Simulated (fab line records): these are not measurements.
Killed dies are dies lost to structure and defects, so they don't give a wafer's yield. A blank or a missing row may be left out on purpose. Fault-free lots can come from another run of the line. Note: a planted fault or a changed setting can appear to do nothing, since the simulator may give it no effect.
A struck lot beside a sound one :: flow nandHarc :: 34 out of 1159 route steps
Sound: wafers L107.1, L107.2, L107.3. The struck wafers were L998.3, L998.4, L998.6. The cause is given at the end.
At each step with rows: each side's tool, then ch and its chambers, then its first start. Under that, the readings that differ: sound wafers :: struck wafers :: difference of the means :: sigmas: that difference in standard deviations of wafers without a fault.
alike: a reading whose means differ by less than 2 such deviations, as well as words and numbers matching on both sides. not compared: withheld readings; readings where some wafer has no value; bounds like >300 that might hide an equal value; numbers whose values overlap and for which the record gives no deviation.
The two part at a step that has a row with sigmas, a row that says differs or no value, or rows on one side only. Non-overlapping numbers with no deviation appear without sigmas and do not part them. Lack of a reading on every wafer of one side parts them only where that side has two or more wafers.

first, 1 step without rows for these wafers: NHARC_P_GATE_DEVELOP_90 (time 70 s).
NHARC_P_GATE_CD_MEAS_91: the cd target is 2000 nm.
  sound on cdSem-02 ch 0, day 9 20:36; struck on cdSem-03 ch 0, day 7 16:46
  alike: cdNm
then, 3 steps without rows for these wafers: NHARC_P_GATE_HARDBAKE_92 (time 80 s); NHARC_P_GATE_DESCUM_93 (chemistry O2, time 3 s); NHARC_P_GATE_IMPLANT_94.
NHARC_P_GATE_STRIP_113: strips in N2/H2, time 740 s.
  sound on plasmaAsher-02 ch 0,1, day 9 22:12; struck on plasmaAsher-02 ch 0,1, day 7 17:53
  alike: drypumpMotorCurrentA, heaterPowerW
  not compared: rfHoursCounterH
then, 2 steps without rows for these wafers: NHARC_P_GATE_STRIP_95 (strips in O2); NHARC_P_GATE_STRIP_96 (strips in SPM, time 900 s).
NHARC_P_GATE_RTA_64: time 1 s.
  sound on rtpAnneal-02 ch 0, day 9 23:29; struck on rtpAnneal-01 ch 0, day 7 18:58
  alike: lampPowerPct, wafer_temp_C_max
then, 1 step without rows for these wafers: NHARC_P_GATE_ETCH_77 (etches SiO2 in dHF, target depth 6 nm).
NHARC_P_GATE_DEGAS_109: time 60 s.
  sound on pvdSputter-01 at day 9 23:47; struck on pvdSputter-03 at day 7 19:13
  alike: heaterPowerW
then, 1 step without rows for these wafers: NHARC_P_GATE_PRE_CLEAN_110 (time 30 s).
NHARC_P_GATE_SPUTTER_78: material Ni, target thk 10 nm.
  sound on pvdSputter-01 at day 9 23:53; struck on pvdSputter-03 at day 7 19:19
then, 1 step without rows for these wafers: NHARC_P_GATE_SPUTTER_79 (material TiN, target thk 10 nm).
NHARC_P_GATE_RTA_80: time 30 s.
  sound on rtpAnneal-01 ch 0, day 10 00:05; struck on rtpAnneal-01 ch 0, day 7 19:38
  alike: wafer_temp_C_max
then, 1 step without rows for these wafers: NHARC_P_GATE_STRIP_67 (strips in SPM, time 600 s).
NHARC_P_GATE_RTA_82: time 30 s.
  sound on rtpAnneal-02 ch 0, day 10 00:32; struck on rtpAnneal-02 ch 0, day 7 20:05
  alike: lampPowerPct, wafer_temp_C_max
NHARC_P_GATE_INSPECT_68:
  sound on defectInspect-02 at day 10 00:44; struck on defectInspect-02 at day 7 20:24
reading: rawDefectCount
sound: 231 257 204
struck: 764 745 972
difference: +596
sigmas: +8
  not compared: hold
then, 13 steps without rows for these wafers: NHARC_P_CONTACT_DEP_00 (deposits SiO2, target thk 500 nm); NHARC_P_CONTACT_CMP_01 (polishes SiO2, target thk 200 nm); NHARC_P_CONTACT_SRD_03; NHARC_P_CONTACT_DEHYDRATE_04 (time 120 s); NHARC_P_CONTACT_HMDS_05 (time 30 s); NHARC_P_CONTACT_COAT_33 (time 75 s); NHARC_P_CONTACT_COAT_34 (time 65 s); NHARC_P_CONTACT_COAT_06 (resist thk 90 nm); NHARC_P_CONTACT_SOFTBAKE_07 (time 55 s); NHARC_P_CONTACT_EBR_08; NHARC_P_CONTACT_EXPOSE_09 (exposes mask P CA, target cd 90 nm); NHARC_P_CONTACT_PEB_10 (peb time 65 s); NHARC_P_CONTACT_DEVELOP_11 (develop time 35 s).
NHARC_P_CONTACT_CD_MEAS_12: the cd target is 90 nm.
  sound on cdSem-02 ch 0, day 10 02:13; struck on cdSem-02 ch 0, day 7 23:15
  alike: cdNm
NHARC_P_CONTACT_OVL_MEAS_13:
  sound on overlay-01 at day 10 02:18; struck on overlay-01 at day 7 23:20
  alike: overlayXNm, overlayYNm
NHARC_END_SORT_01:
  the record has rows for the sound wafers here (prober-02 ch 0, day 24 13:34) and none for the struck ones

## WHERE THEY PART
Last at NHARC_END_SORT_01 as far as this record goes, first at NHARC_P_GATE_INSPECT_68.

WHY: what the simulator had put in
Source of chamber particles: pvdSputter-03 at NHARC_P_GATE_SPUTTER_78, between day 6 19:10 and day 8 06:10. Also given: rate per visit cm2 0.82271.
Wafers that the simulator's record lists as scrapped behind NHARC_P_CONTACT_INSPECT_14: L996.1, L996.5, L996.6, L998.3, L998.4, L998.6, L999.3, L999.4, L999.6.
